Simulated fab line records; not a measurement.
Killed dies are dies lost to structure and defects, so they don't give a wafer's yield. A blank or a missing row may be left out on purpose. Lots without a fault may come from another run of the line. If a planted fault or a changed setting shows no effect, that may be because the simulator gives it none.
Matching of chambers ; flow n5 finfet ; ald sin-03 running N5_FIN_SAQP_SPACER1_ALD_24: 4 sister chambers
The step deposits SiO2, target thk 20.3 nm, pulse time 1 s, purge time 2 s. 24 wafers are shown with their chamber, then 12 later ones without.

## WAFERS PAIRED WITH THEIR CHAMBERS
wafer;chamber;heater power w (W);precursor pulse height rel
L074.1;2;429;1.002
L074.2;3;516;0.997
L074.3;0;441;1.032
L074.4;1;450;1.002
L074.5;3;535;0.985
L074.6;2;426;1.002
L077.1;0;438;0.962
L077.2;1;440;1.011
L077.5;0;435;0.992
L082.1;1;449;1.023
L082.2;0;440;1.030
L082.6;1;440;0.996
L085.1;1;438;1.002
L085.2;2;432;1.015
L085.3;3;541;1.006
L085.4;0;448;1.007
L085.5;3;520;1.019
L085.6;0;453;0.993
L087.1;2;433;1.000
L087.4;1;446;0.972
L087.5;2;435;0.986
L093.1;3;527;1.021
L093.2;0;448;1.016
L093.3;2;447;0.984

SIGNATURES (averages over the wafers above)
reading;chamber 0;chamber 1;chamber 2;chamber 3;scatter within a chamber
heater power w;443.29;443.83;433.67;527.80;7.33
precursor pulse height rel;1.00457;1.00100;0.99817;1.00560;0.0183
Rule: for a wafer and a chamber, the distance is found by dividing, reading by reading, the gap between the wafer's reading and the chamber's mean by the reading's scatter, squaring, summing and taking the root. The wafer belongs to the nearest chamber; if the next one is less than 2 further off, it can't be placed. The scatter is the square root of a quotient: the sum, over the shown wafers, of each reading's squared deviation from its chamber's mean, divided by wafers minus chambers.

## WAFERS WHOSE CHAMBER IS MISSING
wafer;heater power w (W);precursor pulse height rel
L093.4;450;1.021
L093.5;440;0.988
L093.6;449;1.042
L094.2;440;1.014
L094.4;450;0.969
L094.6;444;0.996
L095.1;443;0.999
L095.3;449;0.994
L095.5;459;0.987
L096.2;529;1.007
L096.4;447;1.010
L096.6;444;1.001

## EACH ONE'S CHAMBER
wafer;from the rows above;in truth
L093.4;can't be placed: 0 or 1 or 2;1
L093.5;can't be placed: 1 or 0 or 2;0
L093.6;can't be placed: 0 or 1 or 2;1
L094.2;can't be placed: 0 or 1 or 2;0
L094.4;can't be placed: 1 or 0 or 2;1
L094.6;can't be placed: 1 or 0 or 2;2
L095.1;can't be placed: 1 or 0 or 2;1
L095.3;can't be placed: 1 or 0 or 2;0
L095.5;can't be placed: 1 or 0 or 2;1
L096.2;3;3
L096.4;can't be placed: 0 or 1 or 2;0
L096.6;can't be placed: 1 or 0 or 2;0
Placed correctly: 1 of 12. Unplaceable from these rows: 11, with the true chamber sitting among the candidates in 11. 0 placed wrongly.
